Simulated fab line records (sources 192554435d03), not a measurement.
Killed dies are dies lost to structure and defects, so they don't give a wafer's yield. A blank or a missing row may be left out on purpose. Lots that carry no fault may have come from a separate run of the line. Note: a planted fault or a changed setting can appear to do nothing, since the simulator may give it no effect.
A lot that was struck, set against a sound lot    flow n5-finfet    16 steps out of a route of 1938
Sound: the wafers L896.1, L896.2, L896.5. Wafers L907.1, L907.5, L907.6 were the ones struck. Last of all comes the cause.
Order at every step that has rows: each side's tool, ch and its chambers, its first start. Under that, the readings that differ: sound wafers    struck wafers    difference of the means    sigmas: that difference in standard deviations of wafers without a fault.
alike: a reading whose means differ by less than 2 such deviations, as well as words and numbers matching on both sides. not compared: withheld readings; readings where some wafer has no value; bounds like >300 that might hide an equal value; numbers whose values overlap and for which the record gives no deviation.
The two part at a step that has a row with sigmas, a row that says differs or no value, or rows on one side only. When numbers do not overlap yet have no deviation, they are printed without sigmas and do not part them. A reading that every wafer of one side lacks parts them only if that side has two wafers or more.

first, 3 steps without rows for these wafers: N5_BEOL_M2_CVD_47 (deposits Co from CCTBA/H2, target thk 3 nm, time 223.8 s); N5_BEOL_M2_SPUTTER_48 (material Cu, target thk 4.5 nm, time 8.29 s); N5_BEOL_M2_ANNEAL_49 (time 240 s).
N5_BEOL_M2_SPUTTER_79: material Cu, target thk 4.5 nm, time 8.29 s.
  sound on pvd-sputter-02 at day 8 03:32; struck on pvd-sputter-01 at day 10 16:27
  alike: throttle-valve-pct
then, 4 steps without rows for these wafers: N5_BEOL_M2_ANNEAL_80 (time 240 s); N5_BEOL_M2_SPUTTER_81 (material Cu, target thk 4.5 nm, time 8.29 s); N5_BEOL_M2_ANNEAL_82 (time 240 s); N5_BEOL_M2_SPUTTER_86 (material Cu, target thk 4.5 nm, time 8.29 s).
N5_BEOL_M2_ANNEAL_87: time 240 s.
  sound on pvd-sputter-02 at day 8 04:04; struck on pvd-sputter-01 at day 10 16:58
  alike: heater-power-w, susceptor-temp-C
N5_BEOL_M2_SPUTTER_88: material Cu, target thk 4.5 nm, time 8.29 s.
  sound on pvd-sputter-02 at day 8 04:12; struck on pvd-sputter-01 at day 10 17:07
  alike: throttle-valve-pct
N5_BEOL_M2_ANNEAL_89: time 240 s.
  sound on pvd-sputter-02 at day 8 04:17; struck on pvd-sputter-01 at day 10 17:11
  alike: heater-power-w, susceptor-temp-C
then, 1 step without rows for these wafers: N5_BEOL_M2_SPUTTER_90 (material Cu, target thk 4.5 nm, time 8.29 s).
N5_BEOL_M2_ANNEAL_91: time 240 s.
  sound on pvd-sputter-02 at day 8 04:30; struck on pvd-sputter-01 at day 10 17:25
  no value came back on the struck wafers for heater-power-w (W), susceptor-temp-C (C); on the sound wafers heater-power-w (W) reads 698 1025 1065
N5_BEOL_M2_SPUTTER_92: material Cu, target thk 4.5 nm, time 8.29 s.
  sound on pvd-sputter-02 at day 8 04:38; struck on pvd-sputter-01 at day 10 17:33
  alike: throttle-valve-pct
N5_BEOL_M4_RC_MEAS_101:
  sound on prober-02 ch 0, day 9 05:20; struck on prober-01 ch 0, day 11 12:51
  alike: DIBL_N, DIBL_P, IOFF_N, IOFF_P, ION_N, ION_P, SS_N, SS_P, VT_N, VT_P
then, 1 step without rows for these wafers: N5_PASSIVATION_PROBE_49.

## WHERE THEY PART
Only at N5_BEOL_M2_ANNEAL_91, within this record. Later steps at which nothing parts them and some readings are alike: N5_BEOL_M2_SPUTTER_92, N5_BEOL_M4_RC_MEAS_101.

WHY: what the simulator had put in
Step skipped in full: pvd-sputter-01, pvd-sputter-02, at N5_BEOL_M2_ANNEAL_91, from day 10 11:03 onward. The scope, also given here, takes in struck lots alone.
